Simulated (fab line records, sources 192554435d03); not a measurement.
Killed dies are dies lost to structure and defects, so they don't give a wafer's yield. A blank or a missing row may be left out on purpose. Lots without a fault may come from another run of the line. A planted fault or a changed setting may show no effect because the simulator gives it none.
fab line records | flow n5_finfet
record lots=7 wafers=21 last_day=17
route steps=1938 shown BEOL_M1@818 BEOL_M4@1111 PASSIVATION@1936
lots that met no fault: from a run of the same line without faults
start_h: hours from the record's first day to the start of the lot's first wafer shown | wait_h: hours since the lot's step before | " the same as in the row above | L1.1+2: a row that stands for several wafers | - no value, or no start given | * or withheld: withheld | < > ~ a bound
route shown NAME@n: a module of which the file shows steps, and the number in the route of the first | usual: mean/standard deviation of fault-free wafers | same: alike in all rows | chamber/n: place in a boat | sites: the reading at each site | _std_site: their standard deviation | _edge_site: outer sites' mean less inner sites' | radius_mm: how far each site lies from the wafer's centre | mask NAME#n: copy n | behind: the tool/chamber that last shaped the wafer | hold: why the lot was held/for how many hours/how that ended | device: the transistor (n, p or np) that didn't switch | end of line: the same wafers' tests at the end of the route | a step without rows: its recipe alone | killed: dies lost to structure and defects at the first sort, not the wafer's yield | map: a wafer's dies, x killed, . not, _ none there
set.NAME: the setting as run; set.NAME@STEP: as run at that earlier step | model.NAME: the simulator's own value behind a step, which no gauge read
lots at some steps of the route; a table a step, a row a wafer
## steps
# step N5_BEOL_M1_SPUTTER_81
# recipe material=Cu target_thk_a=45 temp_c=-20 chamber_pressure_pa=0.07 power_w=withheld time_s=8.29
# usual chamber_pressure_pa=0.07001/0.00015 chuck_gas_flow_sccm=1.26/0.047 throttle_valve_pct=29.5/1.2
# columns lot.wafer tool chamber start_h wait_h chamber_pressure_pa chuck_gas_flow_sccm throttle_valve_pct
L557.1 pvd_sputter-03 - 164.94 0.1 0.07012 1.27 29.2
L557.2 " - " " 0.07025 1.28 30.0
L557.6 " - " " 0.07007 1.17 29.1
L563.3 pvd_sputter-02 - 199.12 0.1 0.0701 1.26 30.3
L563.4 " - " " 0.07006 1.27 28.5
L563.5 " - " " 0.07015 1.32 28.2
L565.1 pvd_sputter-03 - 208.30 0.1 0.07001 1.28 29.4
L565.4 " - " " 0.06997 1.11 29.2
L565.6 " - " " 0.07011 1.32 29.2
L566.1 pvd_sputter-03 - 222.41 0.1 0.06963 1.24 29.2
L566.3 " - " " 0.07027 1.26 30.1
L566.5 " - " " 0.0701 1.23 29.9
L567.1 pvd_sputter-01 - 232.25 0.1 0.07031 1.34 29.0
L567.4 " - " " 0.07013 1.23 30.5
L567.6 " - " " 0.06996 1.24 28.8
L568.1 pvd_sputter-03 - 232.57 0.1 0.07009 1.32 29.7
L568.3 " - " " 0.06973 1.31 30.7
L568.5 " - " " 0.06988 1.19 29.3
L574.3 pvd_sputter-02 - 264.34 0.1 0.07002 1.25 29.8
L574.5 " - " " 0.07001 1.26 27.9
L574.6 " - " " 0.06998 1.28 28.0
# step N5_BEOL_M1_ANNEAL_82
# recipe temp_c=400 time_s=240 ambient=vacuum
# usual heater_power_w=845/86
# columns lot.wafer tool chamber start_h wait_h heater_power_w
L557.1 pvd_sputter-03 - 165.02 0.0 739
L557.2 " - " " 926
L557.6 " - " " 747
L563.3 pvd_sputter-02 - 199.20 0.0 922
L563.4 " - " " 993
L563.5 " - " " 998
L565.1 pvd_sputter-03 - 208.39 0.0 858
L565.4 " - " " 732
L565.6 " - " " 753
L566.1 pvd_sputter-03 - 222.49 0.0 752
L566.3 " - " " 899
L566.5 " - " " 924
L567.1 pvd_sputter-01 - 232.33 0.0 741
L567.4 " - " " 724
L567.6 " - " " 732
L568.1 pvd_sputter-03 - 232.65 0.0 920
L568.3 " - " " 880
L568.5 " - " " 746
L574.3 pvd_sputter-02 - 264.42 0.0 839
L574.5 " - " " 792
L574.6 " - " " 980
# step N5_BEOL_M1_SPUTTER_86
# recipe material=Cu target_thk_a=45 temp_c=-20 chamber_pressure_pa=0.07 power_w=withheld time_s=8.29
# step N5_BEOL_M1_ANNEAL_87
# recipe temp_c=400 time_s=240 ambient=vacuum
# usual heater_power_w=845/84
# columns lot.wafer tool chamber start_h wait_h heater_power_w
L557.1 pvd_sputter-03 - 165.24 0.0 756
L557.2 " - " " 912
L557.6 " - " " 756
L563.3 pvd_sputter-02 - 199.42 0.0 905
L563.4 " - " " 991
L563.5 " - " " 994
L565.1 pvd_sputter-03 - 208.64 0.0 861
L565.4 " - " " 740
L565.6 " - " " 738
L566.1 pvd_sputter-03 - 222.71 0.0 755
L566.3 " - " " 908
L566.5 " - " " 897
L567.1 pvd_sputter-01 - 232.55 0.0 746
L567.4 " - " " 728
L567.6 " - " " 731
L568.1 pvd_sputter-03 - 232.87 0.0 923
L568.3 " - " " 868
L568.5 " - " " 735
L574.3 pvd_sputter-02 - 264.64 0.0 821
L574.5 " - " " 798
L574.6 " - " " 952
# step N5_BEOL_M1_SPUTTER_88
# recipe material=Cu target_thk_a=45 temp_c=-20 chamber_pressure_pa=0.07 power_w=withheld time_s=8.29
# step N5_BEOL_M1_ANNEAL_89
# recipe temp_c=400 time_s=240 ambient=vacuum
# step N5_BEOL_M1_SPUTTER_90
# recipe material=Cu target_thk_a=45 temp_c=-20 chamber_pressure_pa=0.07 power_w=withheld time_s=8.29
# step N5_BEOL_M1_ANNEAL_91
# recipe temp_c=400 time_s=240 ambient=vacuum
# step N5_BEOL_M1_SPUTTER_92
# recipe material=Cu target_thk_a=45 temp_c=-20 chamber_pressure_pa=0.07 power_w=withheld time_s=8.29
# usual chamber_pressure_pa=0.07002/0.00013 chuck_gas_flow_sccm=1.27/0.053 throttle_valve_pct=29.5/1.2
# columns lot.wafer tool chamber start_h wait_h chamber_pressure_pa chuck_gas_flow_sccm throttle_valve_pct
L557.1 pvd_sputter-03 - 165.82 0.1 0.06994 1.19 29.4
L557.2 " - " " 0.06985 1.36 30.1
L557.6 " - " " 0.07025 1.30 29.4
L563.3 pvd_sputter-02 - 200.00 0.1 0.07006 1.35 30.5
L563.4 " - " " 0.07011 1.29 28.3
L563.5 " - " " 0.07013 1.38 28.2
L565.1 pvd_sputter-03 - 209.29 0.1 0.07005 1.25 29.8
L565.4 " - " " 0.07045 1.27 29.2
L565.6 " - " " 0.06998 1.19 29.4
L566.1 pvd_sputter-03 - 223.29 0.1 0.06987 1.24 29.2
L566.3 " - " " 0.06998 1.40 30.0
L566.5 " - " " 0.07006 1.31 29.9
L567.1 pvd_sputter-01 - 233.13 0.1 0.06993 1.21 28.7
L567.4 " - " " 0.07015 1.20 30.3
L567.6 " - " " 0.06999 1.31 29.1
L568.1 pvd_sputter-03 - 233.45 0.1 0.0702 1.28 29.8
L568.3 " - " " 0.06986 1.28 30.8
L568.5 " - " " 0.07007 1.19 29.2
L574.3 pvd_sputter-02 - 265.22 0.1 0.07001 1.30 30.0
L574.5 " - " " 0.06999 1.27 27.8
L574.6 " - " " 0.07022 1.21 28.3
# step N5_BEOL_M1_ANNEAL_93
# recipe temp_c=400 time_s=240 ambient=vacuum
# step N5_BEOL_M1_SPUTTER_94
# recipe material=Cu target_thk_a=45 temp_c=-20 chamber_pressure_pa=0.07 power_w=withheld time_s=8.29
# step N5_BEOL_M1_ANNEAL_95
# recipe temp_c=400 time_s=240 ambient=vacuum
# usual heater_power_w=845/87
# columns lot.wafer tool chamber start_h wait_h heater_power_w
L557.1 pvd_sputter-03 - 166.12 0.0 743
L557.2 " - " " 908
L557.6 " - " " 751
L563.3 pvd_sputter-02 - 200.30 0.0 913
L563.4 " - " " 980
L563.5 " - " " 996
L565.1 pvd_sputter-03 - 209.63 0.0 877
L565.4 " - " " 738
L565.6 " - " " 731
L566.1 pvd_sputter-03 - 223.59 0.0 761
L566.3 " - " " 894
L566.5 " - " " 896
L567.1 pvd_sputter-01 - 233.43 0.0 729
L567.4 " - " " 708
L567.6 " - " " 742
L568.1 pvd_sputter-03 - 233.75 0.0 916
L568.3 " - " " 849
L568.5 " - " " 757
L574.3 pvd_sputter-02 - 265.52 0.0 830
L574.5 " - " " 809
L574.6 " - " " 1008
# step N5_BEOL_M1_SPUTTER_96
# recipe material=Cu target_thk_a=45 temp_c=-20 chamber_pressure_pa=0.07 power_w=withheld time_s=8.29
# usual chamber_pressure_pa=0.07002/0.00013 chuck_gas_flow_sccm=1.27/0.051 throttle_valve_pct=29.5/1.2
# columns lot.wafer tool chamber start_h wait_h chamber_pressure_pa chuck_gas_flow_sccm throttle_valve_pct
L557.1 pvd_sputter-03 - 166.26 0.1 0.06977 1.27 29.1
L557.2 " - " " 0.07015 1.28 30.0
L557.6 " - " " 0.0701 1.31 29.3
L563.3 pvd_sputter-02 - 200.44 0.1 0.06996 1.33 30.4
L563.4 " - " " 0.07008 1.23 28.2
L563.5 " - " " 0.07007 1.31 28.2
L565.1 pvd_sputter-03 - 209.78 0.1 - - -
L565.4 " - " " - - -
L565.6 " - " " - - -
L566.1 pvd_sputter-03 - 223.73 0.1 - - -
L566.3 " - " " - - -
L566.5 " - " " - - -
L567.1 pvd_sputter-01 - 233.57 0.1 - - -
L567.4 " - " " - - -
L567.6 " - " " - - -
L568.1 pvd_sputter-03 - 233.89 0.1 0.07008 1.26 29.8
L568.3 " - " " 0.07 1.20 30.8
L568.5 " - " " 0.07017 1.15 28.9
L574.3 pvd_sputter-02 - 265.66 0.1 0.07018 1.35 29.7
L574.5 " - " " 0.06981 1.26 27.7
L574.6 " - " " 0.06978 1.26 28.4
# step N5_BEOL_M1_ECD_50
# recipe material=Cu target_thk_a=3000
# step N5_BEOL_M4_RC_MEAS_101
# usual DIBL_N=35.7/1.3 DIBL_P=36.0/1.6 IOFF_N=0.154/0.025 IOFF_P=0.21/0.034 ION_N=675/9.7 ION_P=465/7.4 SS_N=71.3/0.55 SS_P=73.1/0.52 VT_N=250/3 VT_P=-249/3.6
# columns lot.wafer tool chamber start_h wait_h DIBL_N[mV/V] DIBL_P[mV/V] IOFF_N[nA/um] IOFF_P[nA/um] ION_N[uA/um] ION_P[uA/um] SS_N[mV/dec] SS_P[mV/dec] VT_N[mV] VT_P[mV]
L557.1 prober-01 0 203.87 0.0 34.9 34.9 0.138 0.20 675 463 70.7 73.0 251 -248
L557.2 " 0 " " 33.8 34.2 0.122 0.20 668 467 71.1 72.7 250 -250
L557.6 " 0 " " 35.8 35.6 0.151 0.21 682 471 70.5 73.4 248 -248
L563.3 prober-01 0 236.68 0.3 38.0 36.2 0.174 0.19 671 450 71.3 73.8 250 -255
L563.4 " 0 " " 35.4 34.7 0.129 0.17 670 462 70.2 72.9 254 -253
L563.5 " 0 " " 35.9 34.7 0.136 0.17 671 459 70.4 73.5 251 -254
L565.1 prober-02 0 242.55 0.0 37.4 37.3 0.170 0.24 679 468 71.9 73.3 246 -247
L565.4 " 0 " " 36.7 36.2 0.157 0.21 684 468 71.5 73.4 246 -249
L565.6 " 0 " " 38.1 38.4 0.190 0.25 680 469 72.3 73.3 246 -247
L566.1 prober-02 0 270.06 0.0 35.3 35.1 0.140 0.19 674 461 69.8 73.3 252 -251
L566.3 " 0 " " 34.7 34.1 0.128 0.18 667 464 71.0 72.8 251 -255
L566.5 " 0 " " 35.0 34.5 0.129 0.19 672 468 70.0 72.9 251 -251
L567.1 prober-01 0 270.80 0.0 36.1 38.2 0.174 0.23 694 478 72.5 73.7 247 -248
L567.4 " 0 " " 34.5 36.6 0.145 0.21 675 468 71.1 73.3 248 -249
L567.6 " 0 " " 35.3 37.4 0.171 0.22 684 469 71.3 73.6 245 -248
L568.1 prober-01 0 278.05 0.0 36.3 35.8 0.172 0.23 682 472 71.2 73.0 248 -250
L568.3 " 0 " " 34.0 33.9 0.142 0.19 683 473 70.4 72.2 250 -249
L568.5 " 0 " " 36.2 35.9 0.170 0.23 685 469 71.0 73.2 249 -249
L574.3 prober-02 0 302.69 0.3 37.6 36.8 0.171 0.22 672 462 71.6 73.0 248 -248
L574.5 " 0 " " 36.8 35.1 0.152 0.20 670 456 71.7 73.1 249 -251
L574.6 " 0 " " 37.0 35.8 0.167 0.20 675 463 71.2 74.0 250 -250
# step N5_PASSIVATION_PROBE_49
# usual defect_limited_yield=91.6/1.4 killed_at_M0_to_M3=35/10 killed_at_M4_up=13/5.3 killed_at_contacts=12/5.9 killed_at_front_end=36/9.9 killed_at_other=3.2/3 killed_dies=99/16 killed_open=66/12 killed_short=32/7.7 sort_bin_5_function=4.9/0.91 sort_bin_6_memory=3.2/0.65 sort_n_pass=1081/16 sort_yield_pct=91.6/1.4
# same gross_dies=1180 killed_at_back_side=0 sort_bin_4_leakage[%]=0 sort_bin_8_speed[%]=0
# columns lot.wafer tool chamber start_h wait_h defect_limited_yield[%] killed_at_M0_to_M3 killed_at_M4_up killed_at_contacts killed_at_front_end killed_at_other killed_dies killed_open killed_short sort_bin_5_function[%] sort_bin_6_memory[%] sort_n_pass sort_yield_pct[%]
L557.1 prober-01 - 311.03 0.0 90.8 42 13 9 41 3 108 74 33 5.4 3.3 1072 90.8
L557.2 prober-01 - 311.08 0.1 90.3 42 18 16 34 5 115 76 37 6.4 3.1 1065 90.3
L557.6 prober-01 - 311.28 0.3 91.0 36 17 17 30 6 106 61 43 4.7 4.2 1074 91.0
L563.3 prober-02 - 337.18 0.1 91.9 46 10 8 30 1 95 57 30 3.7 3.4 1085 91.9
L563.4 prober-02 - 337.23 0.2 92.6 48 12 4 22 1 87 58 28 4.4 2.7 1093 92.6
L563.5 prober-02 - 337.28 0.2 90.6 44 12 7 45 3 111 77 31 5.7 3.6 1069 90.6
L565.1 prober-01 - 350.25 0.0 92.6 25 14 10 36 2 87 57 24 4.7 2.5 1093 92.6
L565.4 prober-01 - 350.40 0.2 93.1 39 14 11 16 2 82 50 25 3.9 2.9 1098 93.1
L565.6 prober-01 - 350.50 0.3 90.7 35 18 16 38 3 110 72 31 5.6 3.6 1070 90.7
L566.1 prober-01 - 376.19 0.0 92.0 29 8 20 35 2 94 61 29 4.4 3.0 1086 92.0
L566.3 prober-01 - 376.29 0.1 92.1 24 8 14 43 4 93 55 31 4.2 3.2 1087 92.1
L566.5 prober-01 - 376.39 0.2 91.7 36 16 15 28 3 98 67 22 4.6 3.6 1082 91.7
L567.1 prober-02 - 382.68 0.0 91.5 41 13 18 26 2 100 67 27 5.5 2.9 1080 91.5
L567.4 prober-02 - 382.83 0.2 93.0 29 9 12 27 6 83 47 31 3.8 3.1 1097 93.0
L567.6 prober-02 - 382.93 0.3 93.1 34 6 7 30 4 81 52 24 4.7 2.1 1099 93.1
# killed by level:class
L557.1 BEOL_M2:geometric_particle:open=17 FIN_SAQP:geometric_particle:short=12 BEOL_M4:geometric_particle:open=10 FIN_SAQP:geometric_particle:open=8 MOL_CONTACT_COAG:geometric_particle:open=8 STI_FIN_REVEAL:geometric_particle:open=5 BEOL_M0_SAQP:geometric_particle:open=5 BEOL_M0_SAQP:geometric_particle:short=5
L557.2 MOL_CONTACT_COAG:geometric_particle:open=12 BEOL_M0_SAQP:geometric_particle:open=11 STI_FIN_REVEAL:geometric_particle:open=10 BEOL_M0_SAQP:geometric_particle:short=9 BEOL_M3:geometric_particle:open=8 BEOL_M4:geometric_particle:open=7 BEOL_M2:geometric_particle:open=6 BEOL_M4:geometric_particle:short=5
L557.6 MOL_CONTACT_COAG:geometric_particle:open=14 BEOL_M0_SAQP:geometric_particle:short=8 BEOL_M0_SAQP:geometric_particle:open=8 BEOL_M1:geometric_particle:open=6 BEOL_M4:geometric_particle:open=6 FIN_SAQP:geometric_particle:open=5 FIN_SAQP:geometric_particle:short=5 BEOL_M2:geometric_particle:open=5
L563.3 BEOL_M0_SAQP:geometric_particle:open=13 BEOL_M0_SAQP:geometric_particle:short=11 BEOL_M1:geometric_particle:open=8 MOL_CONTACT_COAG:geometric_particle:open=7 HKMG_FIN:area_etch=6 DUMMY_GATE:geometric_particle:open=5 BEOL_M3:geometric_particle:open=5 FIN_SAQP:geometric_particle:short=4
L563.4 BEOL_M0_SAQP:geometric_particle:open=14 BEOL_M1:geometric_particle:open=11 BEOL_M0_SAQP:geometric_particle:short=10 FIN_SAQP:geometric_particle:short=5 DUMMY_GATE:geometric_particle:open=5 BEOL_M1:geometric_particle:short=5 BEOL_M3:geometric_particle:open=4 MOL_CONTACT_COAG:geometric_particle:open=4
L563.5 BEOL_M0_SAQP:geometric_particle:short=13 DUMMY_GATE:geometric_particle:open=12 BEOL_M0_SAQP:geometric_particle:open=10 BEOL_M1:geometric_particle:open=10 FIN_SAQP:geometric_particle:open=8 STI_FIN_REVEAL:geometric_particle:open=7 MOL_CONTACT_COAG:geometric_particle:open=6 BEOL_M4:geometric_particle:open=5
L565.1 DUMMY_GATE:geometric_particle:open=10 MOL_CONTACT_COAG:geometric_particle:open=10 FIN_SAQP:geometric_particle:open=5 BEOL_M0:geometric_particle:open=5 BEOL_M4:geometric_particle:open=5 FIN_SAQP:geometric_particle:short=4 GATE_CUT:geometric_particle:short=4 BEOL_M0_SAQP:geometric_particle:short=4
L565.4 BEOL_M0_SAQP:geometric_particle:open=9 MOL_CONTACT_COAG:geometric_particle:open=8 BEOL_M2:geometric_particle:open=7 BEOL_M0:geometric_particle:open=5 BEOL_M1:interface_void_opened=5 GATE_CUT:geometric_particle:short=4 BEOL_M0_SAQP:geometric_particle:short=4 BEOL_M3:geometric_particle:open=4
L565.6 MOL_CONTACT_COAG:geometric_particle:open=15 GATE_CUT:geometric_particle:short=12 GATE_CUT:geometric_particle:open=9 BEOL_M3:geometric_particle:open=7 BEOL_M1:interface_void_opened=7 BEOL_M1:geometric_particle:open=6 BEOL_M4:geometric_particle:open=6 FIN_SAQP:geometric_particle:short=4
L566.1 MOL_CONTACT_COAG:geometric_particle:open=14 BEOL_M2:geometric_particle:open=9 FIN_SAQP:geometric_particle:open=8 MOL_CONTACT_COAG:geometric_particle:short=6 GATE_CUT:geometric_particle:open=5 GATE_CUT:geometric_particle:short=4 BEOL_M2:geometric_particle:short=4 STARTING-WAFER:geometric_particle:short=4
L566.3 MOL_CONTACT_COAG:geometric_particle:open=12 GATE_CUT:geometric_particle:short=7 FIN_SAQP:geometric_particle:open=6 FIN_SAQP:geometric_particle:short=5 DUMMY_GATE:geometric_particle:open=5 GATE_CUT:geometric_particle:open=5 BEOL_M0_SAQP:geometric_particle:short=4 BEOL_M0_SAQP:geometric_particle:open=4
L566.5 MOL_CONTACT_COAG:geometric_particle:open=12 BEOL_M1:geometric_particle:open=9 BEOL_M1:interface_void_opened=8 BEOL_M5:geometric_particle:open=6 FIN_SAQP:geometric_particle:open=5 BEOL_M3:geometric_particle:open=5 STI_FIN_REVEAL:geometric_particle:open=4 GATE_CUT:geometric_particle:open=4
L567.1 MOL_CONTACT_COAG:geometric_particle:open=16 BEOL_M3:geometric_particle:open=11 BEOL_M0_SAQP:geometric_particle:open=8 BEOL_M0_SAQP:geometric_particle:short=6 BEOL_M1:geometric_particle:open=6 BEOL_M4:geometric_particle:open=6 BEOL_M1:interface_void_opened=6 GATE_CUT:geometric_particle:short=5
L567.4 BEOL_M0_SAQP:geometric_particle:short=10 MOL_CONTACT_COAG:geometric_particle:open=9 FIN_SAQP:geometric_particle:open=6 GATE_CUT:geometric_particle:short=6 BEOL_M0_SAQP:geometric_particle:open=6 BEOL_M3:geometric_particle:open=5 BEOL_M1:interface_void_opened=5 DUMMY_GATE:geometric_particle:open=3
L567.6 BEOL_M3:geometric_particle:open=9 FIN_SAQP:geometric_particle:short=8 BEOL_M0_SAQP:geometric_particle:open=8 MOL_CONTACT_COAG:geometric_particle:open=7 FIN_SAQP:geometric_particle:open=6 BEOL_M0_SAQP:geometric_particle:short=6 BEOL_M1:interface_void_opened=5 DUMMY_GATE:geometric_particle:open=4
## key
first_sign step=N5_BEOL_M1_SPUTTER_96 reading=tool_record direction=missing
effect none on later readings
met_at N5_BEOL_M1_SPUTTER_96
struck_wafers L565.1,L565.4,L565.6,L566.1,L566.3,L566.5,L567.1,L567.4,L567.6
onset_between 166.26 209.78
fault kind=skipped_step_whole tool=pvd_sputter-01,pvd_sputter-03 chamber=- onset_h=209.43 steps=N5_BEOL_M1_SPUTTER_96 scope=struck_lots_only
